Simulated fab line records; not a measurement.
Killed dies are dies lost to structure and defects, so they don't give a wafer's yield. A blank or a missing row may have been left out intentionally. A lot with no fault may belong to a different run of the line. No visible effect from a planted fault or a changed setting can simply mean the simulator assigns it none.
Split-lot experiment	flow n5-finfet	21 wafers read across 7 lots, on a route 1938 steps long

## ABOUT THE SPLIT
At N5_BEOL_M13_EXPOSE_07 (exposes mask V12), the setting dose-mj was moved away from the recipe's 24.8 on 6 of the 21 wafers read, by -5.3% to +2.3%. All remaining wafers had this setting at the recipe value.

## FROM THE SPLIT TO THE READING: what the file shows between them, 6 steps
- N5_BEOL_M13_PEB_08: peb time 90 s
- N5_BEOL_M13_DEVELOP_09: develop time 45 s
- N5_BEOL_M13_HARDBAKE_14: time 120 s
- N5_BEOL_M13_CD_MEAS_10: target cd 190 nm
- N5_BEOL_M13_STRIP_71: strips in post etch residue remover, time 60 s
- N5_BEOL_M13_SRD_72: time 30 s, dry time 30 s

## THE READING
At N5_BEOL_M13_CD_MEAS_17: cd-nm in nanometres, against a target cd of 190 nm. Fault-free wafers of this fab line usually give 190.0 nm, standard deviation 1.3 nm.

wafer	tool, chamber at the split	dose-mj as run	against the recipe	cd-nm, nm	against lot-mates on the recipe
L077.2	krf-scanner-01, 0	23.48	-5.3%	183.6	-5.5
L077.3	krf-scanner-01, 0	24.8	recipe	189.1	-
L077.6	krf-scanner-01, 0	23.48	-5.3%	182.6	-6.5
L075.3	krf-scanner-01, 0	24.8	recipe	189.9	-
L075.5	krf-scanner-01, 0	24.8	recipe	190.0	-
L075.6	krf-scanner-01, 0	24.8	recipe	187.7	-
L079.1	krf-scanner-02, 0	23.95	-3.4%	187.7	-3.4
L079.3	krf-scanner-02, 0	24.8	recipe	191.7	-
L079.6	krf-scanner-02, 0	24.8	recipe	190.4	-
L085.2	krf-scanner-02, 0	24.8	recipe	190.2	-
L085.5	krf-scanner-02, 0	24.8	recipe	190.3	-
L085.6	krf-scanner-02, 0	23.72	-4.4%	184.5	-5.8
L091.1	krf-scanner-01, 0	24.8	recipe	188.1	-
L091.4	krf-scanner-01, 0	24.8	recipe	188.5	-
L091.6	krf-scanner-01, 0	24.8	recipe	188.9	-
L089.3	krf-scanner-02, 0	25.38	+2.3%	191.9	+0.0
L089.4	krf-scanner-02, 0	24.8	recipe	191.9	-
L089.6	krf-scanner-02, 0	25.38	+2.3%	193.6	+1.7
L096.1	krf-scanner-02, 0	24.8	recipe	189.3	-
L096.5	krf-scanner-02, 0	24.8	recipe	188.3	-
L096.6	krf-scanner-02, 0	24.8	recipe	188.7	-

FIT RESULTS
A straight line over all 21 wafers: cd-nm changes by +1.15 nm for each +1% of dose-mj; r = +0.90; the points scatter about the line by 1.2 nm.
The same after taking each lot's own level away (the mean of its wafers on the recipe; 21 wafers): +1.03 nm for each +1%; r = +0.94; scatter 0.82 nm.
According to that fit, moving dose-mj by its largest amount changes the reading by 5.5 nm.
Across the lots, their own levels run from 188.50 to 191.90 nm, a range of 2.6 times the standard deviation given above.
In other words, the slope is changed by the lot-to-lot level; the two fits disagree.
Check: for one of the wafers moved furthest among these (-5.3%), held out of the fit, the line's prediction against its lot-mates is -5.8 nm. Against them it came out at -5.5 nm.

## THESE WAFERS: OTHER SPLITS
Other splits were also applied to these wafers ahead of the reading. Each is held against what the fit with the lots' levels taken away leaves over:
other split on the same wafers	wafers away from the commonest value	r with cd-nm (lot level and that fit taken away)
N5_BEOL_M12_ILD_DEP_00 time-s	9	-0.05
N5_BEOL_M12_PEB_08 peb-time-s	8	+0.09

## THE WHOLE CHAIN: every reading that the file lists as answering this split, in the file's order
step	what it does	reading	change (the file's fit)	r (the file's)
N5_BEOL_M13_CD_MEAS_10	target cd 190 nm	cd-nm	+1.1 nm for each +1% of the setting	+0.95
N5_BEOL_M13_CD_MEAS_17	target cd 190 nm	cd-nm	+1.1 nm for each +1% of the setting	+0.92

## FILE'S OWN FIT
cd-nm changes by +1.1 nm for each +1% of dose-mj, r = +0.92.
